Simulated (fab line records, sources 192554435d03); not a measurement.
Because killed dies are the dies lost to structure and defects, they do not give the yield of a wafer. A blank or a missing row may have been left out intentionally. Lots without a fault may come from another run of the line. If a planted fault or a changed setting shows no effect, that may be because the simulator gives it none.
Matching of chambers | flow n5-finfet | 4 sister chambers for N5_STI_FIN_REVEAL_ALD_00 on ald-sin-03
The step deposits SiO2, target thk 1 nm, pulse time 1 s. 8 wafers are shown with their chamber, then 8 later ones without.

== WAFERS PAIRED WITH THEIR CHAMBERS ==
wafer  | chamber | heater-power-w (W) | precursor-pulse-height-rel
L081.6 | 1       | 445                | 0.965
L083.1 | 2       | 442                | 1.007
L083.2 | 3       | 521                | 0.968
L083.5 | 0       | 435                | 1.021
L084.2 | 3       | 519                | 1.021
L084.4 | 0       | 446                | 1.003
L084.5 | 2       | 441                | 0.991
L089.3 | 1       | 444                | 0.998

== WAFERS MISSING THEIR CHAMBER ==
wafer  | heater-power-w (W) | precursor-pulse-height-rel
L089.4 | 436                | 1.019
L089.6 | 442                | 0.993
L096.2 | 454                | 1.029
L096.4 | 457                | 1.007
L096.6 | 447                | 0.996
L097.2 | 446                | 0.993
L097.3 | 453                | 0.992
L097.4 | 522                | 0.982

== THE CHAMBER EACH PASSED THROUGH ==
wafer  | from the rows above          | in truth
L089.4 | can't be placed: 0 or 2 or 1 | 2
L089.6 | can't be placed: 2 or 1 or 0 | 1
L096.2 | can't be placed: 1 or 2 or 0 | 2
L096.4 | can't be placed: 1 or 2 or 0 | 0
L096.6 | can't be placed: 1 or 2 or 0 | 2
L097.2 | can't be placed: 1 or 2 or 0 | 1
L097.3 | can't be placed: 1 or 2 or 0 | 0
L097.4 | 3                            | 3
Placed correctly: 1 of 8. From these rows, 7 cannot be placed; in 7 the true chamber is one of the candidates. Placed wrongly: 0.
How it was worked out, from the rows above alone: a wafer's distance from a chamber is the root of the sum, over the readings, of the square of ((its reading less the chamber's mean) divided by the reading's scatter). If the next closest chamber is less than 2 further off than the closest, the wafer can't be placed; otherwise it belongs to the closest. Each chamber's mean is taken over the wafers shown for it. The scatter: take each reading less its chamber's mean, square it, sum over the shown wafers, divide by the number of wafers less the number of chambers, and take the root.
